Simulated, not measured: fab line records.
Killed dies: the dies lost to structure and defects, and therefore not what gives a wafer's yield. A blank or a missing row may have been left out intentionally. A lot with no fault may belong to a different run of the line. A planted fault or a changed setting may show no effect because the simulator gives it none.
Problem report, 8D (eight disciplines) form, completed by code | flow nand_harc | the parts of the form that need people (team, actions taken, sign-off) are left out

== 1. PROBLEM STATEMENT ==
Mean of killed_dies at NHARC_END_SORT_01: 114 across 6 wafers in 2 lots; on wafers with no fault it is 31 (standard deviation 10). Measured from the usual mean, that is +8.3 standard deviations.
First seen on wafer L667.1, day 23 11:35, on prober-02. The record has a number at this step for 6 wafers belonging to 2 lots. The rule behind "out" and "out of limits": a value lying over 4 standard deviations away from the usual mean. The other wafers with a number count as sound.

== 2. WHAT IT IS AND WHAT IT IS NOT ==
question                    | is                           | is not
which readings at this step | killed_dies, killed_at_array | killed_at_periphery, killed_open, killed_short
which lots                  | L665, L667                   | -
which wafers of those lots  | all that have a number       | -
read on which gauges        | prober-01, prober-02         | -
when                        | from day 23 11:35            | up to then (0 sound wafers)

== 3. SUSPECTS, AND WHAT RULES EACH OUT ==
Counting: a tool at a process step up to the reading stays a suspect if it ran every lot that is out and no sound lot after the first of them.
- the gauge at NHARC_END_SORT_01 is ruled out. 2 gauges (prober-01, prober-02) read the wafers that are out.
- rie_diel-06 at NHARC_A_STAIRCASE_STRIP_476 (strips in O2, time 20 s): kept. It ran every lot that is out, first L667 (day 15 10:12), and no sound lot after that.
- plasma_asher-01 at NHARC_THIN_TSV_STRIP_62 (strips in N2/H2, time 20 s): kept. It ran every lot that is out, first L667 (day 22 23:35), and no sound lot after that.
- pvd_sputter-03 at NHARC_THIN_TSV_PVD_51 (deposits Cu, target thk 100 nm): kept. It ran every lot that is out, first L667 (day 23 08:32), and no sound lot after that. NHARC_THIN_TSV_PVD_51: start missing for some lots; hours and lot order therefore follow NHARC_END_WLT_00.
The count leaves rie_diel-06 at NHARC_A_STAIRCASE_STRIP_476, plasma_asher-01 at NHARC_THIN_TSV_STRIP_62, and pvd_sputter-03 at NHARC_THIN_TSV_PVD_51.

== 4. THE CAUSE (what the simulator had put in) ==
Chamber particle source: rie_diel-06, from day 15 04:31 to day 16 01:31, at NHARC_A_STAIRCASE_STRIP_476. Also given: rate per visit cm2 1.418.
This tool is one of the 3 suspects left after counting.

== 5. SEQUENCE OF EFFECTS, ordered by route ==
One row per reading whose mean, taken over the struck wafers that have a number, lies over 3 standard deviations from the usual. Only readings whose record carries a usual standard deviation are examined. hours: median over the lots of the time between each lot's start at the first step of this table that gives one and its start at this step. sigmas: the change, counted in usual standard deviations.
hours | step              | reading         | usual | on struck wafers | change | sigmas
0     | NHARC_END_SORT_01 | killed_at_array | 28    | 112              | +84    | +8.3
0     | NHARC_END_SORT_01 | killed_dies     | 31    | 114              | +83    | +8.3

== 6. HOW IT WOULD HAVE BEEN CAUGHT EARLIER ==
In this record the first reading out of limits at a measuring or inspecting step was taken at day 23 11:35, 199 hours after the fault began at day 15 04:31.
No tool reading at NHARC_A_STAIRCASE_STRIP_476 that has a usual standard deviation in the record was out on any struck wafer, so an alarm limit of 4 standard deviations on those readings would not have fired.
By day 23 11:35, every lot that is out (2) had started NHARC_A_STAIRCASE_STRIP_476 on rie_diel-06. Had the tool been put on hold then, not one of them would have been saved.
